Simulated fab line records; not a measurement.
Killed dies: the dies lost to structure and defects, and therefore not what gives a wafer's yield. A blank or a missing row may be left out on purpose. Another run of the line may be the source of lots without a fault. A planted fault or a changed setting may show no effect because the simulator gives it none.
What tool caused it?    flow n5Finfet    36 wafers from 13 lots sampled at 2 of the route's 1938 steps

## WHAT THE GAUGES READ, wafer by wafer
N5_PASSIVATION_OVL_MEAS_60.
lot   measured      on          TV_OVL (nm)
L721  day 12 18:18  overlay-01  -1 -1 -5
L720  day 13 09:03  overlay-01  0 -4 -6
L722  day 13 09:23  overlay-02  -4 6 7
L724  day 13 18:12  overlay-01  -7 -6 -8
L725  day 13 21:17  overlay-01  -4 8 1
L728  day 14 07:46  overlay-01  1 8 9
L732  day 15 21:15  overlay-01  -4 -7 0
L731  day 15 21:56  overlay-02  1 1
L735  day 16 01:40  overlay-01  3 4 2
L733  day 16 07:30  overlay-01  10 6 10
L739  day 16 18:37  overlay-01  -7 -2
L740  day 17 15:38  overlay-02  0 -7 -1
L742  day 18 07:30  overlay-01  4 12

## TOOL THAT RAN EACH LOT (tool first, then ch and the chambers of the sampled wafers, then the start)
lot   N5_BEOL_M13_PRE_CLEAN_42
L721  pvdSputter-03, day 11 23:31
L720  pvdSputter-01, day 12 10:25
L722  pvdSputter-02, day 12 10:58
L724  pvdSputter-03, day 12 22:04
L725  pvdSputter-03, day 13 02:18
L728  pvdSputter-03, day 13 10:37
L732  pvdSputter-02, day 14 15:43
L731  pvdSputter-01, day 14 19:16
L735  pvdSputter-01, day 15 02:04
L733  pvdSputter-02, day 15 05:35
L739  pvdSputter-01, day 15 23:20
L740  pvdSputter-01, day 16 18:07
L742  pvdSputter-02, day 17 13:10
- N5_BEOL_M13_PRE_CLEAN_42: time 30 s.

## AS READ BY THE TOOLS THEMSELVES (means over the sampled wafers that have a number; for cases with no such wafer, the mark the record gives instead)
N5_BEOL_M13_PRE_CLEAN_42.
lot   tool           heaterPowerW (W)  susceptorTempC (C)
L721  pvdSputter-03  313               249.98
L720  pvdSputter-01  311               250.01
L722  pvdSputter-02  318               250.15
L724  pvdSputter-03  323               249.94
L725  pvdSputter-03  334               250.07
L728  pvdSputter-03  302               249.92
L732  pvdSputter-02  311               250.01
L731  pvdSputter-01  324               250.05
L735  pvdSputter-01  328               250.05
L733  pvdSputter-02  314               250.03
L739  pvdSputter-01  318               250.02
L740  pvdSputter-01  331               250.08
L742  pvdSputter-02  310               249.88

## THE ANSWER, worked out from the rows above alone
Rule: what is usual is taken from the lots themselves. The widest of any qualifying gaps counts: lots, ordered by their means at a reading, are off when they make up no more than a third of the lots, leave a main group of 4 or more, and stand apart from it by 3 or more times the standard deviation of that group's means. A main group whose means are all the same, to the digits that the tables above print for the reading, isn't used. A lot without any number at a reading at which 4 lots or more have one is off too. All remaining lots with rows at the step are treated as sound. First the gauges in route order, then the tools' own readings, where a lot's mean is used as printed above. At the first step where some lot is off, the reading lying furthest off is the one used; lots without a number count as furthest.
Across all readings shown, no lot is off: no conclusion can be drawn from this.

## WHAT THE SIMULATOR HAD INSERTED
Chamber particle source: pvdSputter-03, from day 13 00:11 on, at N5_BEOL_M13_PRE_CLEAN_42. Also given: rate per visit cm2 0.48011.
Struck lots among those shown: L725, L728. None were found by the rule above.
